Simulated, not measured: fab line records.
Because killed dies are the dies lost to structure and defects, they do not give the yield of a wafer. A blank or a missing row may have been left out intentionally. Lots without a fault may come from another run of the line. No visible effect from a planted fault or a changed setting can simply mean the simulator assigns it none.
Chamber matching | flow n5 finfet | N5_FIN_CUT_CUT_ETCH_27 on rie diel-06: 4 sister chambers
The step etches SiO2 in CHF3/O2, target depth 4 nm, overetch 2 nm, time 4.9 s. 7 wafers are shown with their chamber, then 10 later ones without.

WAFERS PAIRED WITH THEIR CHAMBERS
wafer  | chamber | drypump motor current A (A) | throttle valve pct (%)
L603.6 | 0       | 6.09                        | 19.00
L606.2 | 2       | 5.84                        | 18.92
L606.3 | 3       | 5.85                        | 18.38
L607.4 | 3       | 5.85                        | 18.34
L607.5 | 1       | 5.43                        | 18.79
L609.3 | 2       | 5.83                        | 18.91
L609.4 | 1       | 5.42                        | 18.77

WAFERS WITH NO CHAMBER GIVEN
wafer  | drypump motor current A (A) | throttle valve pct (%)
L609.6 | 5.85                        | 18.39
L610.2 | 5.84                        | 18.94
L610.4 | 5.86                        | 18.40
L610.6 | 5.42                        | 18.78
L613.2 | 5.40                        | 18.77
L613.4 | 5.83                        | 18.38
L613.5 | 5.40                        | 18.77
L615.2 | 6.09                        | 19.04
L615.3 | 5.81                        | 18.39
L615.5 | 6.11                        | 19.03

WHICH CHAMBER EACH ONE RAN IN
wafer  | from the rows above | in truth
L609.6 | 3                   | 3
L610.2 | 2                   | 2
L610.4 | 3                   | 3
L610.6 | 1                   | 1
L613.2 | 1                   | 1
L613.4 | 3                   | 3
L613.5 | 1                   | 1
L615.2 | 0                   | 0
L615.3 | 3                   | 3
L615.5 | 0                   | 0
10 of 10 placed correctly. Left unplaced by these rows: 0. Number placed wrongly: 0.
How it was worked out, from the rows above alone: a wafer's distance from a chamber is the root of the sum, over the readings, of the square of ((its reading less the chamber's mean) divided by the reading's scatter). If the next closest chamber is less than 2 further off than the closest, the wafer can't be placed; otherwise it belongs to the closest. For every chamber, the mean is computed from those of its wafers that are shown. The scatter: the root of (the sum of the squares of (reading less its chamber's mean) over the shown wafers, divided by (wafers less chambers)).
